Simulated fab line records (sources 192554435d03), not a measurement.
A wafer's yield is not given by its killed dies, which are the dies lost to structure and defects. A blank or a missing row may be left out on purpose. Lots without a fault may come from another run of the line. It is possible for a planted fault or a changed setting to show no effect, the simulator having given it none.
A struck lot beside a sound one	flow n5_finfet	25 out of 1938 route steps
Sound: the wafers L996.1, L996.3, L996.6. Wafers L104.2, L104.3, L104.6 were the ones struck. At the end, the cause is stated.
Order at every step that has rows: each side's tool, ch and its chambers, its first start. Under that, the readings that differ: sound wafers	struck wafers	difference of the means	sigmas: that difference in standard deviations of wafers without a fault.
alike: a reading whose means differ by less than 2 such deviations, as well as words and numbers matching on both sides. not compared: withheld readings; readings where some wafer has no value; bounds like >300 that might hide an equal value; numbers whose values overlap and for which the record gives no deviation.
A row with sigmas, a row that says differs or no value, or rows on one side alone: a step with any of these is where the two part. Numbers that have no deviation but don't overlap get no sigmas and don't part them. A reading missing from all wafers of one side parts the sides only when that side holds two or more wafers.

first, 4 steps without rows for these wafers: N5_WELL_APT_EXPOSE_05 (exposes mask NWELL, defocus 0 nm, target cd 200 nm); N5_WELL_APT_PEB_06 (peb time 90 s); N5_WELL_APT_DEVELOP_07 (develop time 45 s); N5_WELL_APT_HARDBAKE_12 (time 120 s).
N5_WELL_APT_CD_MEAS_08: the cd target is 200 nm.
  sound on cd_sem-02 ch 0, day 3 01:41; struck on cd_sem-01 ch 0, day 5 01:41
  alike: cd_nm
N5_WELL_APT_OVL_MEAS_09:
  sound on overlay-02 ch 0, day 3 01:43; struck on overlay-01 ch 0, day 5 01:43
  alike: NWELL_OVL
N5_WELL_APT_INSPECT_10: inspects for defects (macro).
  sound on defect_inspect-02, day 3 01:44; struck on defect_inspect-02, day 5 01:44
  alike: raw_defect_count
N5_WELL_APT_DESCUM_13: chemistry O2, time 7.9 s.
  sound on rie_diel-06 ch 0,2, day 3 01:47; struck on rie_diel-06 ch 2,3, day 5 02:03
reading	sound	struck	difference	sigmas
rf_vpp_V (V)	243.8 244.6 244.7	241.6 241.5 239.8	-3.4	-2
  alike: drypump_motor_current_A, oes_product_au, showerhead_plenum_p_Torr, throttle_valve_pct
  not compared: rf_hours_counter_h
then, 4 steps without rows for these wafers: N5_WELL_APT_IMPLANT_14; N5_WELL_APT_IMPLANT_15; N5_WELL_APT_STRIP_16 (strips in SPM, time 900 s); N5_WELL_APT_HMDS_18 (time 60 s).
N5_WELL_APT_COAT_19: resist thk 950 nm.
  sound on litho_track-05 ch 0, day 3 02:49; struck on litho_track-01 ch 0, day 5 02:49
reading	sound	struck	difference	sigmas
dispense_pressure_kPa (kPa)	58 58 58	52 52 52	-6	-2
spin_speed_rpm (rpm)	1357.7 1356.8 1359.2	1429.0 1428.7 1429.3	+71.1	+59
model.coat_of_WELL_APT_COAT_19.thk_nm (nm)	951.3 951.7 955.8	929.5 929.8 931.2	-22.8	
then, 6 steps without rows for these wafers: N5_WELL_APT_EBR_21; N5_WELL_APT_SOFTBAKE_20 (time 60 s); N5_WELL_APT_EXPOSE_22 (exposes mask PWELL, defocus 0 nm, target cd 200 nm); N5_WELL_APT_PEB_23 (peb time 90 s); N5_WELL_APT_DEVELOP_24 (develop time 45 s); N5_WELL_APT_HARDBAKE_29 (time 120 s).
N5_WELL_APT_CD_MEAS_25: the cd target is 200 nm.
  sound on cd_sem-03 ch 0, day 3 03:05; struck on cd_sem-01 ch 0, day 5 03:13
  alike: cd_nm
N5_WELL_APT_OVL_MEAS_26:
  sound on overlay-01 ch 0, day 3 03:07; struck on overlay-02 ch 0, day 5 03:14
  alike: PWELL_OVL
N5_WELL_APT_INSPECT_27: inspects for defects (macro).
  sound on defect_inspect-01, day 3 03:08; struck on defect_inspect-02, day 5 03:16
  alike: raw_defect_count
N5_WELL_APT_DESCUM_30: chemistry O2, time 7.9 s.
  sound on rie_diel-06 ch 0,1,2, day 3 03:14; struck on rie_diel-01 ch 1,3, day 5 03:18
reading	sound	struck	difference	sigmas
model.coat_of_WELL_APT_COAT_19.thk_nm (nm)	933.2 933.5 937.8	911.3 911.6 913	-22.9	
  alike: drypump_motor_current_A, oes_product_au, rf_vpp_V, showerhead_plenum_p_Torr, throttle_valve_pct
  not compared: rf_hours_counter_h
after that, 1 step had no rows for these wafers: N5_WELL_APT_IMPLANT_31.
-- a jump in the record: the struck wafers' starts before and after are 7 days apart (it breaks off in module WELL_APT and resumes in module BEOL_M4, where the first step shown is number 1111 of the route) --
N5_BEOL_M4_RC_MEAS_101:
  sound on prober-01 ch 0, day 10 00:33; struck on prober-02 ch 0, day 12 03:47
  alike: DIBL_N, DIBL_P, IOFF_N, IOFF_P, ION_N, ION_P, SS_N, SS_P, VT_N, VT_P

== WHERE THEY PART ==
Earliest at N5_WELL_APT_DESCUM_13; latest, in this record, at N5_WELL_APT_COAT_19. Later steps at which nothing parts them and some readings are alike: N5_WELL_APT_CD_MEAS_25, N5_WELL_APT_OVL_MEAS_26, N5_WELL_APT_INSPECT_27, N5_WELL_APT_DESCUM_30, N5_BEOL_M4_RC_MEAS_101.

WHY: what the simulator had put in
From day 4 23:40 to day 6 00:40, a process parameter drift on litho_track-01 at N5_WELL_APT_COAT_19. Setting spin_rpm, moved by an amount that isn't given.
